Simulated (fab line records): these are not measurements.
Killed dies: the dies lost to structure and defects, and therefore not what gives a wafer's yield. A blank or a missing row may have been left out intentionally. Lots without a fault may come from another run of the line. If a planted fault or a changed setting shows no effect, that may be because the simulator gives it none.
The tool behind it: which one? | flow nand-harc | 11 lots, 33 wafers sampled, at 2 steps of a route of 1302

WHAT THE GAUGES SHOWED, per wafer
NHARC_A_SLIT_CD_MEAS_09: target cd 300 nm.
lot  | measured     | on        | cd-nm (nm)
L154 | day 20 11:14 | cd-sem-03 | 300.5 299.9 299.7
L153 | day 20 10:21 | cd-sem-03 | 300.9 299.8 300.2
L160 | day 23 03:32 | cd-sem-01 | 299.7 299.7 299.3
L159 | day 23 01:24 | cd-sem-01 | 300.3 300.0 300.0
L166 | day 26 03:01 | cd-sem-02 | 301.0 300.1 300.6
L167 | day 26 01:14 | cd-sem-03 | 299.3 299.2 299.7
L170 | day 27 20:36 | cd-sem-02 | 300.8 300.3 299.8
L172 | day 28 15:11 | cd-sem-03 | 299.7 299.9 299.5
L171 | day 28 23:56 | cd-sem-03 | 300.6 299.7 300.4
L173 | day 28 22:36 | cd-sem-02 | 300.0 299.6 299.5
L174 | day 29 11:10 | cd-sem-03 | 300.6 300.7 299.8

WHAT TOOL EACH LOT RAN ON (gives the tool, then ch and the chambers of the sampled wafers, and finally the start)
lot  | NHARC_A_SGD_CUT_ETCH_15
L154 | rie-diel-01 ch 1,2,3, day 20 11:14 or earlier
L153 | rie-diel-10 ch 0,1,2, day 20 10:21 or earlier
L160 | rie-diel-01 ch 1,3, day 23 03:32 or earlier
L159 | rie-diel-09 ch 0,2, day 23 01:24 or earlier
L166 | rie-diel-10 ch 0,1,2, day 26 03:01 or earlier
L167 | rie-diel-09 ch 2,3, day 26 01:14 or earlier
L170 | rie-diel-10 ch 1,2, day 27 20:36 or earlier
L172 | rie-diel-09 ch 1,2,3, day 28 15:11 or earlier
L171 | rie-diel-10 ch 0,1,3, day 28 23:56 or earlier
L173 | rie-diel-01 ch 0,1,3, day 28 22:36 or earlier
L174 | rie-diel-10 ch 0,2, day 29 11:10 or earlier
- NHARC_A_SGD_CUT_ETCH_15: etches the open film in CH3F/O2, target depth 75 nm, time 64.3 s.

WHAT THE TOOLS THEMSELVES READ (means of the sampled wafers that have a number; where no wafer has one, the mark that the record gives instead)
NHARC_A_SGD_CUT_ETCH_15.
lot  | tool        | drypump-motor-current-A (A) | oes-product-au (a.u.) | rf-fwd-power-W (W) | rf-vpp-V (V) | showerhead-plenum-p-Torr (Torr) | throttle-valve-pct (%)
L154 | rie-diel-01 | 5.7                         | 0.975                 | 494.9              | 263.1        | 2.39                            | 20.661
L153 | rie-diel-10 | 5.9                         | 0.957                 | 494.6              | 264.9        | 2.49                            | 20.653
L160 | rie-diel-01 | 6.1                         | 0.961                 | 496.1              | 263.6        | 2.39                            | 20.664
L159 | rie-diel-09 | 6.1                         | 0.977                 | 497.0              | 264.3        | 2.52                            | 20.668
L166 | rie-diel-10 | 5.9                         | 0.963                 | 494.2              | 263.7        | 2.48                            | 20.664
L167 | rie-diel-09 | 5.6                         | 0.949                 | 496.6              | 262.8        | 2.36                            | 20.657
L170 | rie-diel-10 | 6.1                         | 0.936                 | 495.4              | 264.2        | 2.46                            | 20.667
L172 | rie-diel-09 | 5.9                         | 0.964                 | 493.5              | 262.9        | 2.40                            | 20.672
L171 | rie-diel-10 | 5.8                         | 0.957                 | 494.3              | 264.3        | 2.52                            | 20.662
L173 | rie-diel-01 | 5.8                         | 0.977                 | 496.5              | 263.0        | 2.43                            | 20.671
L174 | rie-diel-10 | 5.7                         | 0.950                 | 493.8              | 265.7        | 2.52                            | 20.662

THE ANSWER, worked out from the rows above alone
Rule: the lots themselves supply what counts as usual. Put in order of their means at a reading, lots are off if they are a third of the lots or fewer, leave a main group of 4 or more, and stand apart from it by a gap of 3 or more times the standard deviation of the main group's means; of several such gaps the widest counts. If all means in a main group match to the digits the tables above print for the reading, that group is not used. A lot without any number at a reading at which 4 lots or more have one is off too. Any other lot the step has rows for is counted as sound. The gauges are gone through in route order, then the tools' own readings, and for those a lot's mean is taken as printed above. At the first step where some lot is off, the reading lying furthest off is the one used; lots without a number count as furthest.
Across all readings shown, no lot is off: no conclusion can be drawn from this.

WHAT THE SIMULATOR HAD PUT IN
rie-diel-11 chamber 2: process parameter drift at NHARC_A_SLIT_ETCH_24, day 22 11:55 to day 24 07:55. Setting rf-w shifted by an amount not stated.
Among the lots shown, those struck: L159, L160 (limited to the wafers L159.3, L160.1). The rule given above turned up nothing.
